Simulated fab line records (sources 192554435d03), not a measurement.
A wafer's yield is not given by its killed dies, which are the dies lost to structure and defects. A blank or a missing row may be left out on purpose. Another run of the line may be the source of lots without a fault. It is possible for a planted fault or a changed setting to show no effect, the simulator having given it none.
fab line records -- flow n5-finfet -- part 1 of 2: steps 1 to 23 of 29
[record] lots = 5, wafers = 15, last-day = 15
route steps=1938 shown BEOL_M5@1127
lots that met no fault: from a run of the same line without faults
start-h: start of the lot's first displayed wafer, in hours after the record's first day -- wait-h: hours from the lot's prior step to this one -- " the same as in the row above -- L1.1+2: a single row standing in for several wafers -- - no value, or no start was given -- * or withheld: withheld -- < > ~ a bound
route shown NAME@n: NAME is a module with steps in the file, n the number in the route of the first one -- usual: the fault-free wafers' mean and standard deviation -- same: alike in all rows -- chamber/n: place in a boat -- sites: readings site by site -- _std_site: how widely they spread, as a standard deviation -- _edge_site: inner sites' mean taken away from outer sites' mean -- radius-mm: for every site, how far away it sits from the centre of the wafer -- mask NAME#n: copy n -- behind: the most recent tool/chamber to have shaped the wafer -- hold: cause of the lot's hold/its duration in hours/its outcome -- device: names the non-switching transistor (n, p or np) -- end of line: the same wafers' tests at the end of the route -- a step without rows: its recipe alone -- killed: dies lost to structure and defects at the first sort, not the wafer's yield -- map: shows each die of a wafer: x if killed, . if not, _ if none is there
set.NAME: the setting that was run; set.NAME@STEP: the one run at that earlier step -- model.NAME: the simulator's own value behind a step, which no gauge read
a table for each step, a row for each wafer; lots at some steps of the route
services: the hour from which a tool's chamber was out of use, counted from the record's first day as start-h (under 0 if before that day), plus the number of hours and why
[[steps]]
[step N5_BEOL_M5_OVL_MEAS_12]
[recipe] points-per-wafer = 522
[usual] M5_OVL = -0.2/0.59
lot.wafer,tool,chamber,start-h,wait-h,M5_OVL[nm]
L076.2,overlay-02,0,180.77,0.0,0.5
L076.3,overlay-02,0,180.77,0.0,-0.4
L076.5,overlay-02,0,180.77,0.0,-0.7
L077.2,overlay-02,0,198.72,0.0,-0.4
L077.3,overlay-02,0,198.72,0.0,0.4
L077.6,overlay-02,0,198.72,0.0,0.3
L080.1,overlay-02,0,209.14,0.0,0.4
L080.3,overlay-02,0,209.14,0.0,0.6
L080.6,overlay-02,0,209.14,0.0,0.6
L082.2,overlay-02,0,215.72,0.0,0.4
L082.3,overlay-02,0,215.72,0.0,-0.5
L082.6,overlay-02,0,215.72,0.0,0.4
L085.1,overlay-02,0,248.13,0.0,0.4
L085.2,overlay-02,0,248.13,0.0,-0.3
L085.6,overlay-02,0,248.13,0.0,-1.2
[step N5_BEOL_M5_INSPECT_13]
[recipe] mode = adi, inspect-instrument = brightfield
[usual] raw-defect-count = 458/98
lot.wafer,tool,chamber,start-h,wait-h,raw-defect-count
L076.2,defect-inspect-01,-,180.82,0.0,489
L076.3,defect-inspect-01,-,180.82,0.0,557
L076.5,defect-inspect-01,-,180.82,0.0,390
L077.2,defect-inspect-02,-,198.78,0.0,530
L077.3,defect-inspect-02,-,198.78,0.0,570
L077.6,defect-inspect-02,-,198.78,0.0,435
L080.1,defect-inspect-02,-,209.20,0.1,299
L080.3,defect-inspect-02,-,209.20,0.1,445
L080.6,defect-inspect-02,-,209.20,0.1,498
L082.2,defect-inspect-02,-,215.77,0.0,427
L082.3,defect-inspect-02,-,215.77,0.0,490
L082.6,defect-inspect-02,-,215.77,0.0,562
L085.1,defect-inspect-01,-,248.19,0.1,295
L085.2,defect-inspect-01,-,248.19,0.1,390
L085.6,defect-inspect-01,-,248.19,0.1,471
[step N5_BEOL_M5_DESCUM_16]
[recipe] chemistry = O2, time-s = 7, source-power-w = 50, bias-power-w = 20, pressure-mtorr = 20, rf-frequency-hz = 2.712e+07, temp-c = 40, resist = CAR-EUV, o2-flow-sccm = 225
[usual] drypump-motor-current-A = 5.8/0.34, oes-product-au = 0.77/0.066, rf-vpp-V = 242.4/1.6, showerhead-plenum-p-Torr = 2.05/0.082, throttle-valve-pct = 20.5/0.44
lot.wafer,tool,chamber,start-h,wait-h,drypump-motor-current-A,oes-product-au,rf-hours-counter-h,rf-vpp-V,showerhead-plenum-p-Torr,throttle-valve-pct
L076.2,rie-diel-05,1,181.17,0.3,5.5,0.72,206,242.2,2.03,21.3
L076.3,rie-diel-05,2,181.17,0.3,6.0,0.74,136,240.2,1.92,20.0
L076.5,rie-diel-05,1,181.17,0.3,5.5,0.72,-,242.2,2.03,21.3
L077.2,rie-diel-06,0,198.81,0.0,6.3,0.88,52,244.8,2.14,20.5
L077.3,rie-diel-06,3,198.81,0.0,6.5,0.91,16,242.0,2.07,20.0
L077.6,rie-diel-06,1,198.81,0.0,5.7,0.72,-,242.4,1.98,20.8
L080.1,rie-diel-06,1,209.24,0.0,5.7,0.71,224,242.0,1.98,20.8
L080.3,rie-diel-06,2,209.24,0.0,5.6,0.76,158,243.2,2.17,20.1
L080.6,rie-diel-06,2,209.24,0.0,5.6,0.76,-,243.3,2.17,20.1
L082.2,rie-diel-02,0,215.80,0.0,5.2,0.75,165,243.3,2.09,20.5
L082.3,rie-diel-02,3,215.80,0.0,6.2,0.83,85,240.6,2.01,20.1
L082.6,rie-diel-02,2,215.80,0.0,5.7,0.83,-,244.2,2.18,20.4
L085.1,rie-diel-05,0,248.22,0.0,5.5,0.84,78,241.7,2.04,20.1
L085.2,rie-diel-05,2,248.22,0.0,6.0,0.74,153,241.9,1.92,20.1
L085.6,rie-diel-05,2,248.22,0.0,6.0,0.74,-,239.9,1.92,20.1
[step N5_BEOL_M5_ETCH_72]
[recipe] chemistry = N2/H2, target = underlayer, target-depth-a = 65, mask-material = CAR-EUV, time-s = 5.2, ion-energy-ev = 200, pressure-mtorr = 30, source-w = 840, bias-w = 150, n2-flow-sccm = 200, h2-flow-sccm = 200, ends = cleared
[usual] drypump-motor-current-A = 5.8/0.34, etch-rf-on-time-s = 5.13/0.23, oes-product-au = 0.66/0.063, rf-vpp-V = 523/3.1, showerhead-plenum-p-Torr = 2.48/0.11, throttle-valve-pct = 17.9/0.35
lot.wafer,tool,chamber,start-h,wait-h,drypump-motor-current-A,etch-rf-on-time-s,oes-product-au,rf-hours-counter-h,rf-vpp-V,showerhead-plenum-p-Torr,throttle-valve-pct
L076.2,rie-diel-05,1,181.20,0.0,5.5,4.90,0.62,206,519,2.41,18.4
L076.3,rie-diel-05,2,181.20,0.0,6.0,5.19,0.64,136,517,2.35,17.6
L076.5,rie-diel-05,1,181.20,0.0,5.5,4.88,0.62,-,520,2.41,18.4
L077.2,rie-diel-06,0,198.84,0.0,6.3,5.47,0.73,52,525,2.58,17.8
L077.3,rie-diel-06,3,198.84,0.0,6.5,4.93,0.82,16,523,2.50,17.4
L077.6,rie-diel-06,1,198.84,0.0,5.7,5.23,0.60,-,519,2.41,18.1
L080.1,rie-diel-06,1,209.27,0.0,5.7,5.26,0.59,224,521,2.41,18.1
L080.3,rie-diel-06,2,209.27,0.0,5.6,5.28,0.63,158,528,2.66,17.9
L080.6,rie-diel-06,2,209.27,0.0,5.6,5.30,0.64,-,527,2.66,17.9
L082.2,rie-diel-02,0,215.84,0.0,5.3,5.13,0.64,165,524,2.52,17.7
L082.3,rie-diel-02,3,215.84,0.0,6.2,4.96,0.72,85,522,2.44,17.6
L082.6,rie-diel-02,2,215.84,0.0,5.7,5.22,0.71,-,528,2.70,18.0
L085.1,rie-diel-05,0,248.26,0.0,5.5,4.85,0.75,78,521,2.46,17.4
L085.2,rie-diel-05,2,248.26,0.0,6.0,5.16,0.64,153,519,2.34,17.6
L085.6,rie-diel-05,2,248.26,0.0,6.0,5.18,0.63,-,519,2.34,17.7
[step N5_BEOL_M5_ETCH_61]
[recipe] chemistry = CF4, target = SiARC, target-depth-a = 156, mask-material = CAR-EUV, time-s = 26, ion-energy-ev = 80, pressure-mtorr = 40, source-w = 545, bias-w = 36, Ar_flow_sccm = 100, cf4-flow-sccm = 100, ends = cleared
[usual] cf4-flow-sccm = 100.02/0.3, drypump-motor-current-A = 5.8/0.34, etch-rf-on-time-s = 25.8/1.2, oes-product-au = 0.66/0.062, rf-vpp-V = 183.4/1.4, showerhead-plenum-p-Torr = 2.10/0.095, throttle-valve-pct = 15.6/0.35
lot.wafer,tool,chamber,start-h,wait-h,cf4-flow-sccm,drypump-motor-current-A,etch-rf-on-time-s,oes-product-au,rf-hours-counter-h,rf-vpp-V,showerhead-plenum-p-Torr,throttle-valve-pct
L076.2,rie-diel-05,1,181.22,0.0,99.60,5.5,24.6,0.62,206,184.4,2.04,16.1
L076.3,rie-diel-05,2,181.22,0.0,99.95,6.0,26.1,0.65,136,182.1,1.97,15.3
L076.5,rie-diel-05,1,181.22,0.0,99.75,5.5,24.5,0.62,-,182.7,2.04,16.1
L077.2,rie-diel-06,0,198.86,0.0,100.15,6.3,26.7,0.75,52,185.1,2.15,15.5
L077.3,rie-diel-06,3,198.86,0.0,100.28,6.4,24.7,0.81,16,182.7,2.10,15.0
L077.6,rie-diel-06,1,198.86,0.0,100.19,5.8,26.0,0.61,-,182.8,2.04,15.9
L080.1,rie-diel-06,1,209.29,0.0,100.10,5.8,26.4,0.60,224,183.3,2.04,15.9
L080.3,rie-diel-06,2,209.29,0.0,99.59,5.6,26.5,0.63,158,185.3,2.24,15.5
L080.6,rie-diel-06,2,209.29,0.0,99.89,5.6,26.7,0.62,-,187.4,2.24,15.5
L082.2,rie-diel-02,0,215.86,0.0,99.73,5.2,25.5,0.64,165,184.1,2.14,15.7
L082.3,rie-diel-02,3,215.86,0.0,100.13,6.2,25.2,0.71,86,182.9,2.09,15.4
L082.6,rie-diel-02,2,215.86,0.0,100.19,5.7,26.0,0.71,-,186.3,2.25,15.6
L085.1,rie-diel-05,0,248.27,0.0,99.70,5.5,24.6,0.75,78,181.8,2.09,15.3
L085.2,rie-diel-05,2,248.27,0.0,100.33,6.0,25.8,0.64,153,181.5,1.97,15.3
L085.6,rie-diel-05,2,248.27,0.0,99.81,6.0,25.9,0.64,-,181.6,1.97,15.3
[step N5_BEOL_M5_ETCH_62]
[recipe] chemistry = N2/H2, target = SOC, target-depth-a = 750, overetch-a = 150, mask-material = SiARC, temp-c = 40, time-s = 112.5, ion-energy-ev = 200, pressure-mtorr = 30, source-w = 840, bias-w = 150, n2-flow-sccm = 200, h2-flow-sccm = 200
[usual] drypump-motor-current-A = 5.8/0.34, oes-product-au = 0.60/0.056, rf-vpp-V = 522/3.3, showerhead-plenum-p-Torr = 2.48/0.11, throttle-valve-pct = 17.9/0.35
lot.wafer,tool,chamber,start-h,wait-h,drypump-motor-current-A,oes-product-au,rf-hours-counter-h,rf-vpp-V,showerhead-plenum-p-Torr,throttle-valve-pct
L076.2,rie-diel-05,1,181.25,0.0,5.5,0.56,206,520,2.41,18.4
L076.3,rie-diel-05,2,181.25,0.0,6.0,0.61,136,520,2.35,17.6
L076.5,rie-diel-05,1,181.25,0.0,5.5,0.55,-,522,2.41,18.3
L077.2,rie-diel-06,0,198.89,0.0,6.3,0.69,52,524,2.58,17.8
L077.3,rie-diel-06,3,198.89,0.0,6.5,0.73,16,522,2.50,17.3
L077.6,rie-diel-06,1,198.89,0.0,5.8,0.56,-,522,2.41,18.1
L080.1,rie-diel-06,1,209.32,0.0,5.7,0.57,224,521,2.40,18.1
L080.3,rie-diel-06,2,209.32,0.0,5.6,0.58,158,529,2.66,17.8
L080.6,rie-diel-06,2,209.32,0.0,5.6,0.59,-,526,2.66,17.8
L082.2,rie-diel-02,0,215.88,0.0,5.3,0.59,165,524,2.52,17.7
L082.3,rie-diel-02,3,215.88,0.0,6.2,0.64,86,519,2.45,17.5
L082.6,rie-diel-02,2,215.88,0.0,5.7,0.66,-,527,2.70,18.0
L085.1,rie-diel-05,0,248.30,0.0,5.5,0.67,78,520,2.46,17.3
L085.2,rie-diel-05,2,248.30,0.0,6.0,0.59,153,519,2.34,17.6
L085.6,rie-diel-05,2,248.30,0.0,6.0,0.59,-,517,2.34,17.6
[step N5_BEOL_M5_STRIP_63]
[recipe] chemistry = N2/H2, temp-c = 40, n2-flow-sccm = 200, h2-flow-sccm = 200, rf-frequency-hz = 6e+07
lot.wafer,tool,chamber,start-h,wait-h
L076.2+3+5,rie-diel-05,"1,2,1",181.35,0.1
L077.2+3+6,rie-diel-06,"0,3,1",199.00,0.1
L080.1+3+6,rie-diel-06,"1,2,2",209.42,0.1
L082.2+3+6,rie-diel-02,"0,3,2",215.99,0.1
L085.1+2+6,rie-diel-05,"0,2,2",248.41,0.1
[step N5_BEOL_M5_STRIP_73]
[recipe] chemistry = N2/H2, temp-c = 40, n2-flow-sccm = 200, h2-flow-sccm = 200, rf-frequency-hz = 6e+07
lot.wafer,tool,chamber,start-h,wait-h
L076.2+3+5,rie-diel-05,"1,2,1",181.36,0.0
L077.2+3+6,rie-diel-06,"0,3,1",199.01,0.0
L080.1+3+6,rie-diel-06,"1,2,2",209.43,0.0
L082.2+3+6,rie-diel-02,"0,3,2",216.00,0.0
L085.1+2+6,rie-diel-05,"0,2,2",248.42,0.0
[step N5_BEOL_M5_STRIP_64]
[recipe] chemistry = CF4, resist = SiARC, power-w = 300, bias-power-w = 75, pressure-mtorr = 50, cf4-flow-sccm = 150, rf-frequency-hz = 6e+07
[usual] cf4-flow-sccm = 150.0/0.47, drypump-motor-current-A = 5.8/0.34, oes-product-au = 0.76/0.07, rf-vpp-V = 270.3/1.8, showerhead-plenum-p-Torr = 1.76/0.08, throttle-valve-pct = 13.6/0.34
lot.wafer,tool,chamber,start-h,wait-h,cf4-flow-sccm,drypump-motor-current-A,oes-product-au,rf-hours-counter-h,rf-vpp-V,showerhead-plenum-p-Torr,throttle-valve-pct
L076.2,rie-diel-05,1,181.37,0.0,150.1,5.5,0.70,206,269.0,1.70,14.0
L076.3,rie-diel-05,2,181.37,0.0,150.7,6.0,0.76,136,268.5,1.65,13.3
L076.5,rie-diel-05,1,181.37,0.0,149.8,5.5,0.70,-,270.1,1.70,14.0
L077.2,rie-diel-06,0,199.02,0.0,150.3,6.3,0.87,52,273.3,1.81,13.4
L077.3,rie-diel-06,3,199.02,0.0,149.8,6.4,0.92,16,271.0,1.75,13.0
L077.6,rie-diel-06,1,199.02,0.0,149.5,5.8,0.70,-,269.1,1.71,13.9
L080.1,rie-diel-06,1,209.44,0.0,149.7,5.8,0.70,224,269.9,1.71,13.9
L080.3,rie-diel-06,2,209.44,0.0,150.1,5.6,0.73,158,274.0,1.88,13.5
L080.6,rie-diel-06,2,209.44,0.0,150.3,5.6,0.74,-,272.3,1.88,13.5
L082.2,rie-diel-02,0,216.01,0.0,150.1,5.2,0.73,165,271.4,1.81,13.7
L082.3,rie-diel-02,3,216.01,0.0,150.3,6.2,0.81,86,270.5,1.75,13.4
L082.6,rie-diel-02,2,216.01,0.0,150.1,5.7,0.82,-,271.5,1.89,13.6
L085.1,rie-diel-05,0,248.43,0.0,150.4,5.5,0.84,78,270.8,1.76,13.3
L085.2,rie-diel-05,2,248.43,0.0,150.6,6.0,0.74,153,267.5,1.64,13.3
L085.6,rie-diel-05,2,248.43,0.0,150.3,6.0,0.74,-,267.3,1.64,13.3
[step N5_BEOL_M5_HM_OPEN_17]
[recipe] chemistry = Cl2/BCl3, target-depth-a = 200, overetch-a = 60, target = TiN, mask-material = SOC, ion-energy-ev = 150, pressure-mtorr = 10, icp-w = 1000, bias-w = 126, Cl2_flow_sccm = 53.25, bcl3-flow-sccm = 21.75, Ar_flow_sccm = 25
[usual] drypump-motor-current-A = 5.8/0.45, oes-product-au = 0.71/0.086, throttle-valve-pct = 21.74/0.25
lot.wafer,tool,chamber,start-h,wait-h,drypump-motor-current-A,oes-product-au,rf-hours-counter-h,throttle-valve-pct
L076.2,rie-metal-03,0,181.42,0.0,6.2,0.51,132,22.22
L076.3,rie-metal-03,0,181.42,0.0,6.2,0.50,-,22.23
L076.5,rie-metal-03,1,181.42,0.0,6.2,0.50,-,22.47
L077.2,rie-metal-02,0,199.09,0.1,5.9,0.74,-,21.46
L077.3,rie-metal-02,0,199.09,0.1,5.9,0.73,-,21.47
L077.6,rie-metal-02,0,199.09,0.1,5.9,0.75,-,21.45
L080.1,rie-metal-01,1,209.48,0.0,5.3,0.64,41,21.96
L080.3,rie-metal-01,1,209.48,0.0,5.3,0.66,-,21.97
L080.6,rie-metal-01,1,209.48,0.0,5.2,0.65,-,21.98
L082.2,rie-metal-02,0,216.05,0.0,5.9,0.72,20,21.46
L082.3,rie-metal-02,1,216.05,0.0,5.0,0.65,-,21.58
L082.6,rie-metal-02,1,216.05,0.0,5.0,0.66,-,21.57
L085.1,rie-metal-03,0,248.47,0.0,6.2,0.83,1,21.68
L085.2,rie-metal-03,1,248.47,0.0,6.2,0.78,5,21.98
L085.6,rie-metal-03,1,248.47,0.0,6.2,0.77,-,21.98
[step N5_BEOL_M5_STRIP_19]
[recipe] chemistry = O2, power-w = 400, temp-c = 40, pressure-mtorr = 30, rf-frequency-hz = 6e+07, bias-power-w = 0, overash-fraction = 0.2, o2-flow-sccm = 225
[usual] drypump-motor-current-A = 5.9/0.37, oes-product-au = 0.78/0.075, rf-vpp-V = 3.6/0.51, showerhead-plenum-p-Torr = 2.06/0.075, throttle-valve-pct = 16.7/0.3
lot.wafer,tool,chamber,start-h,wait-h,drypump-motor-current-A,oes-product-au,rf-hours-counter-h,rf-vpp-V,showerhead-plenum-p-Torr,throttle-valve-pct
L076.2,rie-diel-02,2,181.59,0.1,5.6,0.85,64,3.3,2.19,16.6
L076.3,rie-diel-02,3,181.59,0.1,6.2,0.84,76,4.0,2.01,16.3
L076.5,rie-diel-02,0,181.59,0.1,5.2,0.75,-,4.7,2.10,16.7
L077.2,rie-diel-05,0,199.44,0.3,5.6,0.88,64,3.0,2.05,16.3
L077.3,rie-diel-05,2,199.44,0.3,6.0,0.75,141,4.1,1.93,16.4
L077.6,rie-diel-05,3,199.44,0.3,5.9,0.77,-,2.8,2.16,16.9
L080.1,rie-diel-02,3,209.59,0.1,6.2,0.82,84,3.6,2.01,16.3
L080.3,rie-diel-02,1,209.59,0.1,6.0,0.69,207,2.8,2.01,16.8
L080.6,rie-diel-02,2,209.59,0.1,5.7,0.84,-,3.2,2.19,16.6
L082.2,rie-diel-02,1,216.16,0.1,6.0,0.68,209,3.8,2.01,16.8
L082.3,rie-diel-02,0,216.16,0.1,5.3,0.73,165,3.1,2.09,16.7
L082.6,rie-diel-02,2,216.16,0.1,5.7,0.84,-,3.1,2.19,16.6
L085.1,rie-diel-06,1,248.64,0.1,5.8,0.70,235,3.7,1.98,17.0
L085.2,rie-diel-06,3,248.64,0.1,6.4,0.89,30,3.7,2.07,16.2
L085.6,rie-diel-06,0,248.64,0.1,6.3,0.85,-,4.3,2.14,16.7
[step N5_BEOL_M5_CD_MEAS_18]
[recipe] pitch-nm = 56, target-cd-nm = 28
[usual] cd-nm = 27.9/0.39
lot.wafer,tool,chamber,start-h,wait-h,cd-nm
L076.2,cd-sem-03,-,181.66,0.1,28.5
L076.3,cd-sem-03,-,181.66,0.1,28.1
L076.5,cd-sem-03,-,181.66,0.1,28.7
L077.2,cd-sem-03,-,199.51,0.1,27.8
L077.3,cd-sem-03,-,199.51,0.1,28.3
L077.6,cd-sem-03,-,199.51,0.1,27.0
L080.1,cd-sem-03,-,209.66,0.0,28.2
L080.3,cd-sem-03,-,209.66,0.0,28.6
L080.6,cd-sem-03,-,209.66,0.0,28.6
L082.2,cd-sem-03,-,216.23,0.1,28.8
L082.3,cd-sem-03,-,216.23,0.1,28.1
L082.6,cd-sem-03,-,216.23,0.1,28.0
L085.1,cd-sem-03,-,248.71,0.0,27.7
L085.2,cd-sem-03,-,248.71,0.0,27.9
L085.6,cd-sem-03,-,248.71,0.0,27.8
[step N5_BEOL_M5_COAT_65]
[recipe] resist = SOC, temp-c = 250, time-s = 60, spin-rpm = 1500, resist-thk-nm = 60
lot.wafer,tool,chamber,start-h,wait-h
L076.2+3+5,litho-track-04,0,185.10,3.4
L077.2+3+6,litho-track-04,0,199.63,0.1
L080.1+3+6,litho-track-04,0,210.94,1.3
L082.2+3+6,litho-track-05,0,223.56,7.3
L085.1+2+6,litho-track-05,0,249.72,1.0
[step N5_BEOL_M5_COAT_66]
[recipe] resist = SiARC, temp-c = 220, time-s = 60, spin-rpm = 1500, resist-thk-nm = 12
lot.wafer,tool,chamber,start-h,wait-h
L076.2+3+5,litho-track-04,0,-,-
L077.2+3+6,litho-track-04,0,-,-
L080.1+3+6,litho-track-04,0,-,-
L082.2+3+6,litho-track-05,0,-,-
L085.1+2+6,litho-track-05,0,-,-
[step N5_BEOL_M5_COAT_74]
[recipe] resist = underlayer, temp-c = 205, time-s = 60, spin-rpm = 1500, resist-thk-nm = 5
lot.wafer,tool,chamber,start-h,wait-h
L076.2+3+5,litho-track-04,0,-,-
L077.2+3+6,litho-track-04,0,-,-
L080.1+3+6,litho-track-04,0,-,-
L082.2+3+6,litho-track-05,0,-,-
L085.1+2+6,litho-track-05,0,-,-
[step N5_BEOL_M5_COAT_22]
[recipe] resist = CAR-EUV, spin-rpm = 1500, resist-thk-nm = 30
lot.wafer,tool,chamber,start-h,wait-h
L076.2+3+5,litho-track-04,0,-,-
L077.2+3+6,litho-track-04,0,-,-
L080.1+3+6,litho-track-04,0,-,-
L082.2+3+6,litho-track-05,0,-,-
L085.1+2+6,litho-track-05,0,-,-
[step N5_BEOL_M5_EBR_24]
[recipe] solvent = PGMEA, ebr-width-mm = 1.5
lot.wafer,tool,chamber,start-h,wait-h
L076.2+3+5,litho-track-04,0,-,-
L077.2+3+6,litho-track-04,0,-,-
L080.1+3+6,litho-track-04,0,-,-
L082.2+3+6,litho-track-05,0,-,-
L085.1+2+6,litho-track-05,0,-,-
[step N5_BEOL_M5_SOFTBAKE_23]
[recipe] temp-c = 110, time-s = 60, resist = CAR-EUV
lot.wafer,tool,chamber,start-h,wait-h
L076.2+3+5,litho-track-04,0,-,-
L077.2+3+6,litho-track-04,0,-,-
L080.1+3+6,litho-track-04,0,-,-
L082.2+3+6,litho-track-05,0,-,-
L085.1+2+6,litho-track-05,0,-,-
[step N5_BEOL_M5_EXPOSE_25]
[recipe] mask-id = V4, na = 0.33, source-shape = quasar, sigma-inner = 0.2, sigma-outer = 0.6, polarization = unpolarized, defocus-nm = 10, dose-mj = 52.75
lot.wafer,tool,chamber,start-h,wait-h,mask
L076.2+3+5,euv-scanner-01,0,185.25,-,V4#0
L077.2+3+6,euv-scanner-02,0,199.79,-,V4#0
L080.1+3+6,euv-scanner-01,0,211.20,-,V4#0
L082.2+3+6,euv-scanner-02,0,223.83,-,V4#0
L085.1+2+6,euv-scanner-01,0,249.89,-,V4#0
[step N5_BEOL_M5_PEB_26]
[recipe] peb-temp-c = 100, peb-time-s = 60, resist = CAR-EUV
lot.wafer,tool,chamber,start-h,wait-h
L076.2+3+5,litho-track-05,0,185.31,0.1
L077.2+3+6,litho-track-05,0,199.85,0.1
L080.1+3+6,litho-track-02,0,211.27,0.1
L082.2+3+6,litho-track-02,0,223.89,0.1
L085.1+2+6,litho-track-05,0,249.96,0.1
[step N5_BEOL_M5_DEVELOP_27]
[recipe] develop-time-s = 30, developer = TMAH, resist = CAR-EUV, rinse-liquid = surfactant-rinse, dry = air-spin, dev-temp-c = 23
lot.wafer,tool,chamber,start-h,wait-h
L076.2+3+5,litho-track-05,0,-,-
L077.2+3+6,litho-track-05,0,-,-
L080.1+3+6,litho-track-02,0,-,-
L082.2+3+6,litho-track-02,0,-,-
L085.1+2+6,litho-track-05,0,-,-
[step N5_BEOL_M5_CD_MEAS_28]
[recipe] target-cd-nm = 30.6, landing-energy-ev = 500, detector = se-inlens, target-cd-y-nm = 20, polarity = opening
[usual] cd-nm = 30.76/0.27
lot.wafer,tool,chamber,start-h,wait-h,cd-nm
L076.2,cd-sem-03,0,185.38,-,30.96
L076.3,cd-sem-03,0,185.38,-,31.14
L076.5,cd-sem-03,0,185.38,-,30.83
L077.2,cd-sem-03,0,199.92,-,31.09
L077.3,cd-sem-03,0,199.92,-,31.16
L077.6,cd-sem-03,0,199.92,-,31.23
L080.1,cd-sem-01,0,211.34,-,30.72
L080.3,cd-sem-01,0,211.34,-,31.37
L080.6,cd-sem-01,0,211.34,-,30.46
L082.2,cd-sem-03,0,223.96,-,30.90
L082.3,cd-sem-03,0,223.96,-,30.90
L082.6,cd-sem-03,0,223.96,-,30.36
L085.1,cd-sem-03,0,250.03,-,30.35
L085.2,cd-sem-03,0,250.03,-,30.65
L085.6,cd-sem-03,0,250.03,-,30.54
[step N5_BEOL_M5_OVL_MEAS_29]
[recipe] points-per-wafer = 522
[usual] V4_OVL = -0.5/0.75
lot.wafer,tool,chamber,start-h,wait-h,V4_OVL[nm]
L076.2,overlay-02,0,185.42,0.0,-1.6
L076.3,overlay-02,0,185.42,0.0,0.1
L076.5,overlay-02,0,185.42,0.0,-1.3
L077.2,overlay-02,0,199.96,0.0,-2.1
L077.3,overlay-02,0,199.96,0.0,-0.6
L077.6,overlay-02,0,199.96,0.0,-1.1
L080.1,overlay-02,0,211.38,0.0,-0.7
L080.3,overlay-02,0,211.38,0.0,-0.6
L080.6,overlay-02,0,211.38,0.0,-0.7
L082.2,overlay-02,0,224.01,0.1,-0.1
L082.3,overlay-02,0,224.01,0.1,-1.3
L082.6,overlay-02,0,224.01,0.1,-0.7
L085.1,overlay-02,0,250.10,0.1,-0.9
L085.2,overlay-02,0,250.10,0.1,-0.9
L085.6,overlay-02,0,250.10,0.1,-1.4
